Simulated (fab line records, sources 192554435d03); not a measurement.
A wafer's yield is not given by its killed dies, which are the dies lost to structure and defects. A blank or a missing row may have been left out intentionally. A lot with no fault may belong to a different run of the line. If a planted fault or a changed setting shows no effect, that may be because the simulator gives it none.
A lot that was struck, set against a sound lot ; flow n5Finfet ; 36 steps out of a route of 1938
Sound: these wafers, L397.1, L397.3, L397.6. Struck: wafer L407.6. (L407.1, L407.4 of the same lot were not struck and are left out.) The cause comes at the end.
For every step that has rows: the tool of each side, followed by ch and its chambers, followed by its first start. Under that, the readings that differ: sound wafers ; struck wafers ; difference of the means ; sigmas: that difference in standard deviations of wafers without a fault.
alike: words and numbers the same on both sides, and readings whose means are apart by under 2 such deviations; not compared: readings that were withheld, readings missing a value for some wafer, numbers with overlapping values and no deviation given by the record, and bounds like >300 which may hide the same value.
Wherever a step has rows on one side only, a row that says differs or no value, or a row with sigmas, the two part there. Numbers that don't overlap but have no deviation are shown without sigmas and don't part them. A reading that every wafer of one side lacks parts them only if that side has two wafers or more.

first, 8 steps without rows for these wafers: N5_BEOL_M5_ANNEAL_51 (time 90 s); N5_BEOL_M5_CMP_52 (polishes, stops on SiCOH lowk, t overpolish 6.9 s, target thk 62 nm); N5_BEOL_M5_PRE_CLEAN_77 (time 15 s); N5_BEOL_M5_CO_CAP_78 (material Co, precursor CCTBA/H2, target thk 2 nm, time 102.1 s); N5_BEOL_M5_PRE_CLEAN_55 (time 15 s); N5_BEOL_M5_DEP_56 (deposits SiCN from 3MS/NH3, target thk 8 nm, time 14 s); N5_BEOL_M6_ILD_DEP_00 (deposits SiCOH lowk from DEMS/porogen, target thk 179.75 nm, time 33.4 s); N5_BEOL_M6_CURE_74 (cures SiCOH lowk, time 240 s).
N5_BEOL_M6_PECVD_70: deposits SiO2 from TEOS/O2, target thk 20 nm, time 22.7 s.
  sound on pecvd-01 ch 0,1,2, day 11 09:38; struck on pecvd-03 ch 2, day 13 13:35
reading;sound;struck;difference;sigmas
model.SiO2_of_BEOL_M6_PECVD_70.thkNm (nm);19.8 20.4 20.2;14.8;-5.3;
  alike: heaterPowerW, showerheadPlenumPTorr, throttleValvePct
  not compared: susceptorTempC
then, 25 steps without rows for these wafers: N5_BEOL_M6_HM_DEP_02 (deposits TiN, target thk 20 nm); N5_BEOL_M6_COAT_59 (time 60 s, resist thk 100 nm); N5_BEOL_M6_COAT_60 (time 60 s, resist thk 35 nm); N5_BEOL_M6_COAT_05 (resist thk 90 nm); N5_BEOL_M6_EBR_07; N5_BEOL_M6_SOFTBAKE_06 (time 60 s); N5_BEOL_M6_EXPOSE_08 (exposes mask M6); N5_BEOL_M6_PEB_09 (peb time 60 s); N5_BEOL_M6_DEVELOP_10 (develop time 30 s); N5_BEOL_M6_DESCUM_16 (chemistry O2, time 7.9 s); N5_BEOL_M6_ETCH_61 (etches SiARC in CF4, target depth 45.5 nm, time 75.8 s); N5_BEOL_M6_ETCH_62 (etches SOC in N2/H2, target depth 110 nm, overetch 22 nm, time 165 s); N5_BEOL_M6_STRIP_68 (strips in N2/H2); N5_BEOL_M6_STRIP_67 (strips in CF4); N5_BEOL_M6_HM_OPEN_17 (chemistry Cl2/BCl3, target TiN, target depth 20 nm, overetch 6 nm); N5_BEOL_M6_STRIP_19 (strips in O2); N5_BEOL_M6_COAT_63 (time 60 s, resist thk 60 nm); N5_BEOL_M6_COAT_64 (time 60 s, resist thk 12 nm); N5_BEOL_M6_COAT_71 (time 60 s, resist thk 5 nm); N5_BEOL_M6_COAT_22 (resist thk 30 nm); N5_BEOL_M6_EBR_24; N5_BEOL_M6_SOFTBAKE_23 (time 60 s); N5_BEOL_M6_EXPOSE_25 (exposes mask V5, target cd 40 nm); N5_BEOL_M6_PEB_26 (peb time 60 s); N5_BEOL_M6_DEVELOP_27 (develop time 30 s).
N5_BEOL_M6_HM_STRIP_39: strips TiN in peroxide tin strip, target depth 25 nm, time 158 s.
  sound on wetBench-06 ch 0,1,3, day 11 13:08; struck on wetBench-02 ch 6, day 13 18:29
reading;sound;struck;difference;sigmas
model.SiO2_of_BEOL_M6_PECVD_70.thkNm (nm);19.6 20.2 20;14.8;-5.1;
N5_BEOL_M6_CMP_52: polishes, stops on SiCOH lowk, t overpolish 6.9 s, target thk 80 nm.
  sound on cmp-01 ch 0,1,3, day 11 15:10; struck on cmp-03 ch 1, day 13 20:31
reading;sound;struck;difference;sigmas
barrierFieldEndpointS (s);28.3 29.6 30.3;22.2;-7.2;-11
  alike: edgeZonePressureFrac, motorCurrentA

WHERE THEY PART
Only at N5_BEOL_M6_CMP_52, within this record.

WHY: whatever the simulator had introduced
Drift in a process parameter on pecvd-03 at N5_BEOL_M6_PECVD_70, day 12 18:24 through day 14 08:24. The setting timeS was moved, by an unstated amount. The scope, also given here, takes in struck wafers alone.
